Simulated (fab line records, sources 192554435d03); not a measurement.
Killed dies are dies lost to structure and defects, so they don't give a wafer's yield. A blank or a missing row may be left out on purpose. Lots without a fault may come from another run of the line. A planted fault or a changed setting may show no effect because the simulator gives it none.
Chamber matching | flow n5_finfet | N5_BEOL_M10_DESCUM_33 on rie_diel-06: 4 sister chambers
The step chemistry O2, time 7.9 s. 4 wafers are shown with their chamber, then 12 later ones without.

WAFERS WITH THEIR CHAMBER
wafer  | chamber | showerhead_plenum_p_Torr (Torr)
L087.2 | 3       | 1.98
L086.1 | 0       | 2.16
L086.3 | 2       | 2.13
L086.5 | 1       | 2.03

WAFERS WITHOUT THEIR CHAMBER
wafer  | showerhead_plenum_p_Torr (Torr)
L091.2 | 2.02
L091.5 | 2.13
L091.6 | 2.02
L095.2 | 1.97
L095.5 | 2.02
L095.6 | 2.16
L096.1 | 1.97
L096.2 | 2.16
L096.5 | 2.16
L097.3 | 2.01
L097.4 | 2.01
L097.5 | 2.12

WHICH CHAMBER EACH WENT THROUGH
wafer  | from the rows above     | in truth
L091.2 | 1                       | 1
L091.5 | 2                       | 2
L091.6 | 1                       | 1
L095.2 | 3                       | 3
L095.5 | 1                       | 1
L095.6 | 0                       | 0
L096.1 | 3                       | 3
L096.2 | 0                       | 0
L096.5 | 0                       | 0
L097.3 | can't be placed: 1 or 3 | 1
L097.4 | can't be placed: 1 or 3 | 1
L097.5 | 2                       | 2
Placed correctly: 10 of 12. Can't be placed from these rows: 2 (the true chamber is among the candidates in 2). Placed wrongly: 0.
How it was worked out, from the rows above alone: a wafer's distance from a chamber is the root of the sum, over the readings, of the square of ((its reading less the chamber's mean) divided by the reading's scatter). The wafer belongs to the nearest chamber; if the next one is less than 2 further off, it can't be placed. A chamber's mean is the mean of its shown wafers. The scatter: with one shown wafer a chamber, the root of the mean of the squares of how far each hidden wafer lies from its nearest shown one.
